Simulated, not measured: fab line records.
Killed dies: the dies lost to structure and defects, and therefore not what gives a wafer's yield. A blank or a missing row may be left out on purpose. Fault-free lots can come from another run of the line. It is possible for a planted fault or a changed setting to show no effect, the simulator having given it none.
fab line records	flow nand-harc
record: lots: 13	wafers: 39	last-day: 33
route steps=1302 shown P_BONDPAD@380 A_ZERO_WELL@401 A_ONON_D1@428 A_CHANNEL_HOLE_D1@451 END@1302
lots with no fault: from the same line, run without faults
start-h: the number of hours between the record's first day and the start of the first shown wafer of the lot	wait-h: hours elapsed since this lot's preceding step	" same as the row above	L1.1+2: several wafers, shown together as one row	- either no value or no given start	* or withheld: withheld	< > ~ a bound
route shown NAME@n: NAME is a module with steps in the file, n the number in the route of the first one	usual: mean and standard deviation over wafers with no fault	same: alike in all rows	chamber/n: place in a boat	sites: each site's reading	_std_site: their standard deviation	_edge_site: outer sites' mean less inner sites'	radius-mm: for every site, how far away it sits from the centre of the wafer	mask NAME#n: copy n	behind: the tool/chamber that last shaped the wafer	hold: what put the lot on hold/how long, in hours/how the hold closed	device: which transistor (n, p or np) failed to switch	end of line: the same wafers' tests at the end of the route	a step given without rows: its recipe and nothing more	killed: the dies lost at the first sort to structure and to defects; this is not the yield of the wafer	map: dies across one wafer; x = killed, . = not, _ = none there
set.NAME: the setting as run; set.NAME@STEP: as run at that earlier step	model.NAME: the simulator's own value behind a step, which no gauge read
the route's steps for a sample of lots (tables are steps, rows are wafers)
services: from which hour (start-h, from the record's first day; less than 0 if before it) a tool's chamber was out of use, for how many hours, and why
== steps ==
step: NHARC_P_BONDPAD_CMP_19
recipe: t-overpolish-s: 30	cu-recess-touch-s: 16	target-thk-nm: 160.81
usual: motor-current-A: 12.1/1.1	overpolish-run-s: 30.000/0.0096
same: t-overpolish-s: 30
lot.wafer	tool	chamber	start-h	wait-h	motor-current-A	overpolish-run-s
L362.3	cmp-01	2	132.26	-	13.0	29.996
L362.1	"	0	"	"	12.0	29.991
L362.5	"	2	"	"	13.6	30.004
L363.2	cmp-03	2	146.74	-	11.5	29.992
L363.4	"	0	"	"	12.0	29.997
L363.3	"	1	"	"	12.4	29.997
L364.1	cmp-01	1	156.17	-	11.7	30.009
L364.4	"	3	"	"	12.7	30.008
L364.3	"	0	"	"	12.1	30.007
L365.2	cmp-02	3	168.61	-	11.1	30.001
L365.5	"	2	"	"	11.7	30.003
L365.6	"	3	"	"	10.7	29.996
L368.1	cmp-02	3	192.11	-	9.9	30.006
L368.4	"	1	"	"	12.1	29.994
L368.6	"	3	"	"	10.7	29.990
L370.2	cmp-02	1	212.81	-	11.6	30.002
L370.3	"	2	"	"	11.1	30.009
L370.6	"	2	"	"	10.9	30.020
L369.1	cmp-02	1	213.81	-	11.9	29.998
L369.2	"	3	"	"	10.2	30.001
L369.5	"	1	"	"	11.3	29.993
L371.3	cmp-03	0	229.07	-	11.5	29.988
L371.4	"	3	"	"	12.5	29.986
L371.5	"	1	"	"	13.1	29.984
L372.2	cmp-03	3	238.88	-	12.1	30.018
L372.4	"	0	"	"	12.1	29.992
L372.1	"	2	"	"	12.3	30.000
L373.1	cmp-02	3	245.00	-	11.0	29.989
L373.2	"	0	"	"	14.5	29.985
L373.6	"	3	"	"	10.6	29.998
L379.2	cmp-01	0	308.84	-	12.1	29.996
L379.5	"	0	"	"	12.1	30.001
L379.6	"	1	"	"	11.4	30.000
L381.3	cmp-02	3	330.41	-	10.6	29.986
L381.4	"	0	"	"	15.0	29.995
L381.5	"	0	"	"	14.6	30.004
L384.4	cmp-01	3	355.19	-	12.3	29.989
L384.3	"	0	"	"	11.7	29.991
L384.6	"	1	"	"	11.6	29.984
step: NHARC_A_ZERO_WELL_CD_MEAS_10
recipe: target-cd-nm: 2000	landing-energy-ev: 500
usual: cd-nm: 1999.4/2.6
lot.wafer	tool	chamber	start-h	wait-h	cd-nm
L362.1	cd-sem-01	0	134.08	-	2001.9
L362.3	"	0	"	"	2000.9
L362.5	"	0	"	"	1996.7
L363.2	cd-sem-02	0	148.59	-	1998.7
L363.3	"	0	"	"	2000.1
L363.4	"	0	"	"	1995.0
L364.1	cd-sem-01	0	157.87	-	1999.6
L364.3	"	0	"	"	2001.4
L364.4	"	0	"	"	1995.5
L365.2	cd-sem-03	0	170.44	-	1999.7
L365.5	"	0	"	"	2001.2
L365.6	"	0	"	"	2006.5
L368.1	cd-sem-02	0	193.97	-	2000.9
L368.4	"	0	"	"	1995.7
L368.6	"	0	"	"	1999.5
L370.2	cd-sem-02	0	214.66	-	2000.7
L370.3	"	0	"	"	1995.2
L370.6	"	0	"	"	2000.8
L369.1	cd-sem-02	0	215.65	-	2000.6
L369.2	"	0	"	"	2000.5
L369.5	"	0	"	"	2002.4
L371.3	cd-sem-02	0	230.93	-	2000.8
L371.4	"	0	"	"	2000.0
L371.5	"	0	"	"	1994.8
L372.1	cd-sem-02	0	240.72	-	1999.9
L372.2	"	0	"	"	1998.4
L372.4	"	0	"	"	1999.6
L373.1	cd-sem-03	0	246.72	-	1994.8
L373.2	"	0	"	"	1998.5
L373.6	"	0	"	"	2000.3
L379.2	cd-sem-01	0	310.67	-	1999.8
L379.5	"	0	"	"	1998.5
L379.6	"	0	"	"	2002.6
L381.3	cd-sem-02	0	332.25	-	2001.3
L381.4	"	0	"	"	1997.3
L381.5	"	0	"	"	1999.9
L384.3	cd-sem-03	0	356.86	-	1999.4
L384.4	"	0	"	"	1995.5
L384.6	"	0	"	"	1997.4
step: NHARC_A_ONON_D1_DEP_06
recipe: target-thk-a: 10000	n2-flow-sccm: 2750	n2o-flow-sccm: 2000	nh3-flow-sccm: 500	sih4-flow-sccm: 210	temp-c: 400
usual: sih4-flow-sccm: 210.0/0.64
lot.wafer	tool	chamber	start-h	wait-h	sih4-flow-sccm
L362.1	pecvd-onon-04	0	157.63	0.1	209.5
L362.3	"	0	"	"	209.5
L362.5	"	0	"	"	209.4
L363.2	pecvd-onon-04	0	171.63	0.1	210.9
L363.3	"	0	"	"	210.8
L363.4	"	0	"	"	209.8
L364.1	pecvd-onon-04	0	181.17	0.1	209.6
L364.3	"	0	"	"	209.4
L364.4	"	0	"	"	209.9
L365.2	pecvd-onon-01	0	193.56	0.1	210.5
L365.5	"	0	"	"	210.3
L365.6	"	0	"	"	210.1
L368.1	pecvd-onon-04	0	216.17	0.1	209.2
L368.4	"	0	"	"	208.5
L368.6	"	0	"	"	209.3
L369.1	pecvd-onon-04	0	238.93	0.1	209.7
L369.2	"	0	"	"	210.1
L369.5	"	0	"	"	209.1
L370.2	pecvd-onon-02	0	238.99	0.1	210.8
L370.3	"	0	"	"	211.0
L370.6	"	0	"	"	210.9
L371.3	pecvd-onon-04	0	255.72	0.2	210.4
L371.4	"	0	"	"	210.4
L371.5	"	0	"	"	211.3
L372.1	pecvd-onon-04	0	263.72	0.1	208.5
L372.2	"	0	"	"	208.9
L372.4	"	0	"	"	209.3
L373.1	pecvd-onon-02	0	269.60	0.1	209.6
L373.2	"	0	"	"	209.0
L373.6	"	0	"	"	210.9
L379.2	pecvd-onon-04	0	335.56	0.1	209.1
L379.5	"	0	"	"	210.3
L379.6	"	0	"	"	209.9
L381.3	pecvd-onon-04	0	354.91	0.2	210.7
L381.4	"	0	"	"	209.5
L381.5	"	0	"	"	209.4
L384.3	pecvd-onon-02	0	382.30	0.2	211.0
L384.4	"	0	"	"	209.5
L384.6	"	0	"	"	210.6
step: NHARC_A_ONON_D1_THK_MEAS_08
recipe: thk-meas-gauge: ellipsometry
usual: thk-nm: 998/9.3
lot.wafer	tool	chamber	start-h	wait-h	thk-nm
L362.1	film-metro-02	-	158.14	-	1011
L362.3	"	-	"	"	1010
L362.5	"	-	"	"	1011
L363.2	film-metro-01	-	172.08	-	990
L363.3	"	-	"	"	990
L363.4	"	-	"	"	991
L364.1	film-metro-02	-	181.67	-	995
L364.3	"	-	"	"	996
L364.4	"	-	"	"	996
L365.2	film-metro-02	-	194.00	-	999
L365.5	"	-	"	"	997
L365.6	"	-	"	"	998
L368.1	film-metro-01	-	216.71	-	1016
L368.4	"	-	"	"	1015
L368.6	"	-	"	"	1015
L369.1	film-metro-02	-	239.44	-	999
L369.2	"	-	"	"	997
L369.5	"	-	"	"	1001
L370.2	film-metro-01	-	239.45	-	1006
L370.3	"	-	"	"	1009
L370.6	"	-	"	"	1005
L371.3	film-metro-02	-	256.11	-	1015
L371.4	"	-	"	"	1016
L371.5	"	-	"	"	1015
L372.1	film-metro-01	-	264.23	-	994
L372.2	"	-	"	"	994
L372.4	"	-	"	"	996
L373.1	film-metro-02	-	270.11	-	979
L373.2	"	-	"	"	979
L373.6	"	-	"	"	978
L379.2	film-metro-01	-	336.01	-	843
L379.5	"	-	"	"	842
L379.6	"	-	"	"	842
L381.3	film-metro-02	-	355.31	-	827
L381.4	"	-	"	"	830
L381.5	"	-	"	"	827
L384.3	film-metro-01	-	382.70	-	987
L384.4	"	-	"	"	988
L384.6	"	-	"	"	989
step: NHARC_A_CHANNEL_HOLE_D1_DEP_01
recipe: target-thk-a: 1400	target-thk-nm: 140	temp-c: 400	pressure-torr: 3.5	flow-sccm: 200	rf-w: 350	material: SiON
usual: heater-power-w: 725/87
lot.wafer	tool	chamber	start-h	wait-h	heater-power-w
L362.1	pecvd-02	2	172.03	1.6	695
L362.3	"	0	"	"	828
L362.5	"	1	"	"	769
L363.2	pecvd-01	2	192.88	1.4	695
L363.3	"	1	"	"	874
L363.4	"	1	"	"	860
L364.1	pecvd-01	0	202.64	1.6	791
L364.3	"	2	"	"	791
L364.4	"	0	"	"	795
L365.2	pecvd-02	0	208.73	1.3	828
L365.6	"	0	"	"	839
L365.5	"	1	"	"	718
L368.1	pecvd-01	2	231.66	2.1	735
L368.4	"	2	"	"	739
L368.6	"	0	"	"	830
L370.3	pecvd-04	2	259.40	1.0	681
L370.2	"	0	"	"	582
L370.6	"	2	"	"	705
L369.1	pecvd-02	1	260.42	1.6	662
L369.2	"	2	"	"	721
L369.5	"	1	"	"	689
L371.3	pecvd-01	2	275.83	1.0	688
L371.4	"	1	"	"	821
L371.5	"	2	"	"	713
L372.2	pecvd-01	1	279.61	1.3	865
L372.1	"	0	"	"	771
L372.4	"	1	"	"	850
L373.1	pecvd-02	2	284.43	1.6	668
L373.2	"	0	"	"	882
L373.6	"	0	"	"	728
L384.3	pecvd-04	1	397.07	1.0	621
L384.4	"	0	"	"	603
L384.6	"	1	"	"	639
step: NHARC_END_SORT_01
recipe: temp-c: 25
usual: killed-at-array: 56/20	killed-at-other: 0.9/1.1	killed-at-periphery: 3.7/3	killed-dies: 61/21	killed-open: 2.9/1.6	killed-short: 2.6/1.4
same: gross-dies: 677
lot.wafer	tool	chamber	start-h	wait-h	killed-at-array	killed-at-other	killed-at-periphery	killed-dies	killed-open	killed-short
L379.2	prober-01	0	738.07	2.8	675	0	2	677	2	4
L379.5	prober-01	0	740.46	3.7	676	0	1	677	2	2
L379.6	prober-01	0	741.25	4.0	673	0	4	677	4	1
L381.3	prober-01	0	763.38	3.1	675	0	2	677	3	3
L381.4	prober-01	0	764.18	3.4	673	0	4	677	5	2
L381.5	prober-01	0	764.98	3.7	673	0	4	677	1	2
killed by level:class
L379.2 A_ONON_D1:area-dep=577 A_SLIT:chamber-film-flake=30 A_CHANNEL_HOLE_D1:chamber-film-flake=26 A_CHANNEL_HOLE_D2:chamber-film-flake=20 A_CONTACT:chamber-film-flake=9 A_WL_FILL:geometric-particle:short=3 A_STAIRCASE:chamber-film-flake=3 A_SGD_CUT:chamber-film-flake=2
L379.5 A_ONON_D1:area-dep=570 A_SLIT:chamber-film-flake=35 A_CHANNEL_HOLE_D2:chamber-film-flake=27 A_CHANNEL_HOLE_D1:chamber-film-flake=20 A_STAIRCASE:chamber-film-flake=8 A_CONTACT:chamber-film-flake=4 A_SGD_CUT:chamber-film-flake=4 A_BLC:geometric-particle:open=2
L379.6 A_ONON_D1:area-dep=550 A_CHANNEL_HOLE_D2:chamber-film-flake=32 A_CHANNEL_HOLE_D1:chamber-film-flake=32 A_SLIT:chamber-film-flake=31 A_CONTACT:chamber-film-flake=13 A_STAIRCASE:chamber-film-flake=6 A_SGD_CUT:chamber-film-flake=5 A_BLC:geometric-particle:open=2
L381.3 A_ONON_D1:area-dep=611 A_SLIT:chamber-film-flake=23 A_CHANNEL_HOLE_D2:chamber-film-flake=22 A_CHANNEL_HOLE_D1:chamber-film-flake=10 P_GATE:chamber-film-flake=2 A_DECK1_JOINT:geometric-particle:short=1 A_ONON_D2:geometric-particle:short=1 A_CHANNEL_FILL_D2:geometric-particle:open=1
L381.4 A_ONON_D1:area-dep=597 A_SLIT:chamber-film-flake=31 A_CHANNEL_HOLE_D2:chamber-film-flake=26 A_CHANNEL_HOLE_D1:chamber-film-flake=11 A_WL_FILL:geometric-particle:open=2 P_GATE:chamber-film-flake=2 P_STI:geometric-particle:short=1 A_CHANNEL_FILL_D1:geometric-particle:open=1
L381.5 A_ONON_D1:area-dep=605 A_SLIT:chamber-film-flake=21 A_CHANNEL_HOLE_D2:chamber-film-flake=19 A_CHANNEL_HOLE_D1:chamber-film-flake=16 P_GATE:chamber-film-flake=3 A_STAIRCASE:chamber-film-flake=3 A_CHANNEL_FILL_D2:chamber-film-flake=2 A_CONTACT:chamber-film-flake=2
== services ==
tool	chamber	start-h	hours	kind
cmp-01	-	122.82	1.1	repair
pecvd-onon-04	-	130.00	13.0	pm
pecvd-01	-	130.12	13.0	pm
cmp-02	-	134.74	4.0	pm
pecvd-01	0	156.73	21.7	repair
cmp-01	-	185.50	4.0	pm
pecvd-02	2	186.71	4.3	repair
pecvd-02	-	227.00	13.0	pm
cmp-01	-	228.26	3.5	repair
cmp-02	-	232.74	4.0	pm
pecvd-01	1	251.79	7.7	repair
cmp-01	-	269.41	2.0	repair
cmp-01	-	275.09	4.0	repair
cmp-01	-	283.50	4.0	pm
pecvd-onon-04	-	311.00	13.0	pm
pecvd-01	-	311.12	13.0	pm
cmp-02	-	312.37	0.9	repair
cmp-01	-	320.28	0.6	repair
cmp-02	-	330.74	4.0	pm
cmp-02	-	345.13	4.5	repair
cmp-01	-	351.19	3.0	repair
pecvd-01	1	369.20	8.6	repair
cmp-01	-	377.07	1.8	repair
cmp-01	-	381.50	4.0	pm
== key ==
first-sign: step: NHARC_A_ONON_D1_THK_MEAS_08	reading: thk-nm	direction: down	sigmas: 17	usual: 998	struck: 835
effect: step: NHARC_END_SORT_01	reading: killed-at-array	direction: up	sigmas: 30	usual: 56	struck: 674
more-kills-born-at: NHARC_A_ONON_D1_DEP_06@pecvd-onon-04: 3510
met-at NHARC_A_ONON_D1_DEP_06
struck-lots L379,L381
later-rows-left-out L379.2,L379.5,L379.6,L381.3,L381.4,L381.5
tester-left-out L379,L381
not-acting-at NHARC_P_BONDPAD_CMP_19,NHARC_A_ZERO_WELL_CD_MEAS_10,NHARC_A_CHANNEL_HOLE_D1_DEP_01
onset-between 263.72 335.56
fault: kind: process-parameter-drift	tool: pecvd-onon-04	chamber: -	onset-h: 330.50	steps: NHARC_A_ONON_D1_DEP_06	channel: target-thk-a	offset: *	shape: step	end-h: 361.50	acts-in: *	stated: *
tester-left-out: of these lots the tester's yield and bins aren't shown, on N5 and GAA mostly nor the transistor test; their killed dies are dies lost to structure and defects alone, not to doping, threshold or leakage, so they don't give the yield
later-rows-left-out: the simulator's readings of these wafers behind a module that went badly wrong aren't trusted and aren't shown, but for the sort
